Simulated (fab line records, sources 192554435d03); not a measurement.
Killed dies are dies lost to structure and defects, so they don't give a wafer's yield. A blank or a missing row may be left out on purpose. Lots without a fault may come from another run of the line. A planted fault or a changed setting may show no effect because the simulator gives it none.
Chamber matching | flow n5_finfet | N5_HKMG_FIN_ETCH_32 on rie_diel-03: 4 sister chambers
The step etches SOC in N2/H2, target depth 240 nm, time 300 s. 8 wafers are shown with their chamber, then 7 later ones without.

WAFERS WITH THEIR CHAMBER
wafer  | chamber | showerhead_plenum_p_Torr (Torr) | drypump_motor_current_A (A)
L089.6 | 1       | 2.61                            | 5.2
L090.3 | 3       | 2.64                            | 6.5
L090.4 | 1       | 2.61                            | 5.2
L091.1 | 0       | 2.43                            | 5.7
L091.2 | 2       | 2.45                            | 5.3
L091.6 | 3       | 2.63                            | 6.5
L092.1 | 2       | 2.45                            | 5.3
L092.2 | 0       | 2.43                            | 5.6

WAFERS WITHOUT THEIR CHAMBER
wafer  | showerhead_plenum_p_Torr (Torr) | drypump_motor_current_A (A)
L092.6 | 2.45                            | 5.3
L095.2 | 2.44                            | 5.3
L095.5 | 2.44                            | 5.3
L095.6 | 2.63                            | 6.5
L096.2 | 2.42                            | 5.6
L096.4 | 2.61                            | 5.2
L096.5 | 2.42                            | 5.7

WHICH CHAMBER EACH WENT THROUGH
wafer  | from the rows above | in truth
L092.6 | 2                   | 2
L095.2 | 2                   | 2
L095.5 | 2                   | 2
L095.6 | 3                   | 3
L096.2 | 0                   | 0
L096.4 | 1                   | 1
L096.5 | 0                   | 0
Placed correctly: 7 of 7. Can't be placed from these rows: 0. Placed wrongly: 0.
How it was worked out, from the rows above alone: a wafer's distance from a chamber is the root of the sum, over the readings, of the square of ((its reading less the chamber's mean) divided by the reading's scatter). The wafer belongs to the nearest chamber; if the next one is less than 2 further off, it can't be placed. A chamber's mean is the mean of its shown wafers. The scatter: the root of (the sum of the squares of (reading less its chamber's mean) over the shown wafers, divided by (wafers less chambers)).
